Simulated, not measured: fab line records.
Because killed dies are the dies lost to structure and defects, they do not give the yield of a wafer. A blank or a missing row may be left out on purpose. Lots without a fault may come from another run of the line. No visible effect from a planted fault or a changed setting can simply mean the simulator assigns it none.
The tool behind it: which one? :: flow nand-harc :: 24 lots, 72 wafers sampled, at 2 steps of a route of 1159

## WHAT THE GAUGES READ, wafer by wafer
NHARC_A_CHANNEL_FILL_D1_INSPECT_13. Usual: raw-defect-count at 303, with a standard deviation of 100.
lot: L075
measured: day 10 17:25
on: defect-inspect-01
raw-defect-count: 294 367 437
flag: 

lot: L074
measured: day 10 17:25
on: defect-inspect-02
raw-defect-count: 265 222 331
flag: 

lot: L077
measured: day 10 21:03
on: defect-inspect-02
raw-defect-count: 430 312 437
flag: 

lot: L076
measured: day 11 08:46
on: defect-inspect-02
raw-defect-count: 300 357 387
flag: 

lot: L078
measured: day 11 20:26
on: defect-inspect-02
raw-defect-count: 333 308 201
flag: 

lot: L080
measured: day 11 16:34
on: defect-inspect-02
raw-defect-count: 372 200 142
flag: 

lot: L079
measured: day 11 20:16
on: defect-inspect-02
raw-defect-count: 202 295 152
flag: 

lot: L081
measured: day 12 12:29
on: defect-inspect-02
raw-defect-count: 241 407 331
flag: 

lot: L082
measured: day 12 20:17
on: defect-inspect-02
raw-defect-count: 366 488 485
flag: 

lot: L083
measured: day 12 20:17
on: defect-inspect-01
raw-defect-count: 141 274 149
flag: 

lot: L084
measured: day 13 04:11
on: defect-inspect-02
raw-defect-count: 345 431 313
flag: 

lot: L085
measured: day 13 06:44
on: defect-inspect-02
raw-defect-count: 190 249 223
flag: 

lot: L087
measured: day 13 11:55
on: defect-inspect-02
raw-defect-count: 309 232 233
flag: 

lot: L086
measured: day 13 11:55
on: defect-inspect-01
raw-defect-count: 282 292 373
flag: 

lot: L088
measured: day 14 00:24
on: defect-inspect-01
raw-defect-count: 355 476 321
flag: 

lot: L090
measured: day 14 08:14
on: defect-inspect-02
raw-defect-count: 464 315 326
flag: 

lot: L089
measured: day 14 08:11
on: defect-inspect-01
raw-defect-count: 386 501 358
flag: 

lot: L091
measured: day 14 20:31
on: defect-inspect-02
raw-defect-count: 318 340 252
flag: 

lot: L092
measured: day 15 03:46
on: defect-inspect-02
raw-defect-count: 327 168 182
flag: 

lot: L094
measured: day 15 11:43
on: defect-inspect-02
raw-defect-count: 380 177 190
flag: 

lot: L093
measured: day 15 11:49
on: defect-inspect-01
raw-defect-count: 427 515 563
flag: 

lot: L095
measured: day 15 17:05
on: defect-inspect-02
raw-defect-count: 279 263 454
flag: 

lot: L096
measured: day 15 23:53
on: defect-inspect-02
raw-defect-count: 630 356 235
flag: 

lot: L097
measured: day 16 15:50
on: defect-inspect-01
raw-defect-count: 405 334 149
flag: 

## TOOL THAT RAN EACH LOT (tool first, then ch and the chambers of the sampled wafers, then the start)
lot: L075
NHARC_A_CHANNEL_HOLE_D1_STRIP_27: rie-diel-09 ch 1,2,3, day 10 17:25 or earlier

lot: L074
NHARC_A_CHANNEL_HOLE_D1_STRIP_27: rie-diel-13 ch 0,2,3, day 10 17:25 or earlier

lot: L077
NHARC_A_CHANNEL_HOLE_D1_STRIP_27: rie-diel-11 ch 0,1,3, day 10 21:03 or earlier

lot: L076
NHARC_A_CHANNEL_HOLE_D1_STRIP_27: rie-diel-11 ch 1,2,3, day 11 08:46 or earlier

lot: L078
NHARC_A_CHANNEL_HOLE_D1_STRIP_27: rie-diel-11 ch 0,2, day 11 20:26 or earlier

lot: L080
NHARC_A_CHANNEL_HOLE_D1_STRIP_27: rie-diel-13 ch 1,3, day 11 16:34 or earlier

lot: L079
NHARC_A_CHANNEL_HOLE_D1_STRIP_27: rie-diel-11 ch 0,1,3, day 11 20:16 or earlier

lot: L081
NHARC_A_CHANNEL_HOLE_D1_STRIP_27: rie-diel-09 ch 1,2,3, day 12 12:29 or earlier

lot: L082
NHARC_A_CHANNEL_HOLE_D1_STRIP_27: rie-diel-11 ch 1,3, day 12 20:17 or earlier

lot: L083
NHARC_A_CHANNEL_HOLE_D1_STRIP_27: rie-diel-13 ch 2,3, day 12 20:17 or earlier

lot: L084
NHARC_A_CHANNEL_HOLE_D1_STRIP_27: rie-diel-09 ch 0,1,2, day 13 04:11 or earlier

lot: L085
NHARC_A_CHANNEL_HOLE_D1_STRIP_27: rie-diel-13 ch 0,1,2, day 13 06:44 or earlier

lot: L087
NHARC_A_CHANNEL_HOLE_D1_STRIP_27: rie-diel-11 ch 0,1,3, day 13 11:55 or earlier

lot: L086
NHARC_A_CHANNEL_HOLE_D1_STRIP_27: rie-diel-13 ch 0,1, day 13 11:55 or earlier

lot: L088
NHARC_A_CHANNEL_HOLE_D1_STRIP_27: rie-diel-11 ch 0,3, day 14 00:24 or earlier

lot: L090
NHARC_A_CHANNEL_HOLE_D1_STRIP_27: rie-diel-13 ch 1,2,3, day 14 08:14 or earlier

lot: L089
NHARC_A_CHANNEL_HOLE_D1_STRIP_27: rie-diel-09 ch 1,3, day 14 08:11 or earlier

lot: L091
NHARC_A_CHANNEL_HOLE_D1_STRIP_27: rie-diel-11 ch 0,3, day 14 20:31 or earlier

lot: L092
NHARC_A_CHANNEL_HOLE_D1_STRIP_27: rie-diel-09 ch 0,2, day 15 03:46 or earlier

lot: L094
NHARC_A_CHANNEL_HOLE_D1_STRIP_27: rie-diel-09 ch 1,2,3, day 15 11:43 or earlier

lot: L093
NHARC_A_CHANNEL_HOLE_D1_STRIP_27: rie-diel-11 ch 0,1,2, day 15 11:49 or earlier

lot: L095
NHARC_A_CHANNEL_HOLE_D1_STRIP_27: rie-diel-11 ch 0,1, day 15 17:05 or earlier

lot: L096
NHARC_A_CHANNEL_HOLE_D1_STRIP_27: rie-diel-11 ch 0,2,3, day 15 23:53 or earlier

lot: L097
NHARC_A_CHANNEL_HOLE_D1_STRIP_27: rie-diel-09 ch 0,1, day 16 15:50 or earlier
- NHARC_A_CHANNEL_HOLE_D1_STRIP_27: strips in O2.

## AS READ BY THE TOOLS THEMSELVES (means over the sampled wafers that have a number; for cases with no such wafer, the mark the record gives instead)
NHARC_A_CHANNEL_HOLE_D1_STRIP_27. Usual: drypump-motor-current-A 5.5 A, standard deviation 0.46; oes-product-au 0.996 a.u., standard deviation 0.012; rf-vpp-V 57.7 V, standard deviation 0.99; showerhead-plenum-p-Torr 3.52 Torr, standard deviation 0.16; throttle-valve-pct 17.036 %, standard deviation 0.0085.
lot: L075
tool: rie-diel-09
drypump-motor-current-A (A): 5.7
oes-product-au (a.u.): 0.993
rf-vpp-V (V): 57.8
showerhead-plenum-p-Torr (Torr): 3.61
throttle-valve-pct (%): 17.041
flag: 

lot: L074
tool: rie-diel-13
drypump-motor-current-A (A): 5.7
oes-product-au (a.u.): 0.987
rf-vpp-V (V): 58.3
showerhead-plenum-p-Torr (Torr): 3.59
throttle-valve-pct (%): 17.051
flag: 

lot: L077
tool: rie-diel-11
drypump-motor-current-A (A): 5.2
oes-product-au (a.u.): 1.015
rf-vpp-V (V): 57.8
showerhead-plenum-p-Torr (Torr): 3.51
throttle-valve-pct (%): 17.038
flag: 

lot: L076
tool: rie-diel-11
drypump-motor-current-A (A): 5.4
oes-product-au (a.u.): 0.994
rf-vpp-V (V): 57.1
showerhead-plenum-p-Torr (Torr): 3.38
throttle-valve-pct (%): 17.039
flag: 

lot: L078
tool: rie-diel-11
drypump-motor-current-A (A): 5.3
oes-product-au (a.u.): 1.005
rf-vpp-V (V): 57.3
showerhead-plenum-p-Torr (Torr): 3.49
throttle-valve-pct (%): 17.029
flag: 

lot: L080
tool: rie-diel-13
drypump-motor-current-A (A): 5.4
oes-product-au (a.u.): 0.992
rf-vpp-V (V): 57.5
showerhead-plenum-p-Torr (Torr): 3.46
throttle-valve-pct (%): 17.030
flag: 

lot: L079
tool: rie-diel-11
drypump-motor-current-A (A): 5.2
oes-product-au (a.u.): 0.991
rf-vpp-V (V): 56.9
showerhead-plenum-p-Torr (Torr): 3.50
throttle-valve-pct (%): 17.040
flag: 

lot: L081
tool: rie-diel-09
drypump-motor-current-A (A): 5.7
oes-product-au (a.u.): 1.000
rf-vpp-V (V): 58.6
showerhead-plenum-p-Torr (Torr): 3.61
throttle-valve-pct (%): 17.038
flag: 

lot: L082
tool: rie-diel-11
drypump-motor-current-A (A): 5.2
oes-product-au (a.u.): 0.991
rf-vpp-V (V): 56.9
showerhead-plenum-p-Torr (Torr): 3.38
throttle-valve-pct (%): 17.031
flag: 

lot: L083
tool: rie-diel-13
drypump-motor-current-A (A): 5.8
oes-product-au (a.u.): 0.989
rf-vpp-V (V): 58.1
showerhead-plenum-p-Torr (Torr): 3.49
throttle-valve-pct (%): 17.024
flag: 

lot: L084
tool: rie-diel-09
drypump-motor-current-A (A): 6.0
oes-product-au (a.u.): 0.993
rf-vpp-V (V): 58.6
showerhead-plenum-p-Torr (Torr): 3.60
throttle-valve-pct (%): 17.040
flag: 

lot: L085
tool: rie-diel-13
drypump-motor-current-A (A): 5.6
oes-product-au (a.u.): 0.984
rf-vpp-V (V): 57.6
showerhead-plenum-p-Torr (Torr): 3.65
throttle-valve-pct (%): 17.033
flag: 

lot: L087
tool: rie-diel-11
drypump-motor-current-A (A): 5.2
oes-product-au (a.u.): 0.985
rf-vpp-V (V): 58.3
showerhead-plenum-p-Torr (Torr): 3.50
throttle-valve-pct (%): 17.030
flag: 

lot: L086
tool: rie-diel-13
drypump-motor-current-A (A): 5.3
oes-product-au (a.u.): 0.991
rf-vpp-V (V): 58.6
showerhead-plenum-p-Torr (Torr): 3.61
throttle-valve-pct (%): 17.037
flag: 

lot: L088
tool: rie-diel-11
drypump-motor-current-A (A): 5.5
oes-product-au (a.u.): 0.997
rf-vpp-V (V): 58.4
showerhead-plenum-p-Torr (Torr): 3.52
throttle-valve-pct (%): 17.027
flag: 

lot: L090
tool: rie-diel-13
drypump-motor-current-A (A): 5.7
oes-product-au (a.u.): 0.997
rf-vpp-V (V): 57.2
showerhead-plenum-p-Torr (Torr): 3.54
throttle-valve-pct (%): 17.047
flag: 

lot: L089
tool: rie-diel-09
drypump-motor-current-A (A): 5.9
oes-product-au (a.u.): 0.999
rf-vpp-V (V): 57.0
showerhead-plenum-p-Torr (Torr): 3.51
throttle-valve-pct (%): 17.033
flag: 

lot: L091
tool: rie-diel-11
drypump-motor-current-A (A): 5.5
oes-product-au (a.u.): 1.002
rf-vpp-V (V): 57.6
showerhead-plenum-p-Torr (Torr): 3.52
throttle-valve-pct (%): 17.036
flag: 

lot: L092
tool: rie-diel-09
drypump-motor-current-A (A): 5.9
oes-product-au (a.u.): 1.003
rf-vpp-V (V): 57.9
showerhead-plenum-p-Torr (Torr): 3.48
throttle-valve-pct (%): 17.035
flag: 

lot: L094
tool: rie-diel-09
drypump-motor-current-A (A): 5.7
oes-product-au (a.u.): 0.997
rf-vpp-V (V): 58.1
showerhead-plenum-p-Torr (Torr): 3.60
throttle-valve-pct (%): 17.034
flag: 

lot: L093
tool: rie-diel-11
drypump-motor-current-A (A): 5.1
oes-product-au (a.u.): 1.007
rf-vpp-V (V): 57.1
showerhead-plenum-p-Torr (Torr): 3.48
throttle-valve-pct (%): 17.037
flag: 

lot: L095
tool: rie-diel-11
drypump-motor-current-A (A): 4.9
oes-product-au (a.u.): 0.995
rf-vpp-V (V): 57.8
showerhead-plenum-p-Torr (Torr): 3.48
throttle-valve-pct (%): 17.042
flag: 

lot: L096
tool: rie-diel-11
drypump-motor-current-A (A): 5.4
oes-product-au (a.u.): 1.007
rf-vpp-V (V): 57.8
showerhead-plenum-p-Torr (Torr): 3.50
throttle-valve-pct (%): 17.035
flag: 

lot: L097
tool: rie-diel-09
drypump-motor-current-A (A): 6.4
oes-product-au (a.u.): 0.996
rf-vpp-V (V): 57.5
showerhead-plenum-p-Torr (Torr): 3.60
throttle-valve-pct (%): 17.042
flag: 

## THE ANSWER, worked out from the rows above alone
Rule: lot off if the mean of its wafers having a number is beyond 3 standard deviations from the usual mean. A lot without any number at a reading at which 4 lots or more have one is off too. The other lots that the step has rows for count as sound. The gauges are gone through in route order, then the tools' own readings, and for those a lot's mean is taken as printed above. The first step at which some lot is off is used, and at that step the reading that is off furthest; a lot without a number counts as furthest.
Across all readings shown, no lot is off: no conclusion can be drawn from this.

## WHAT THE SIMULATOR HAD PUT IN
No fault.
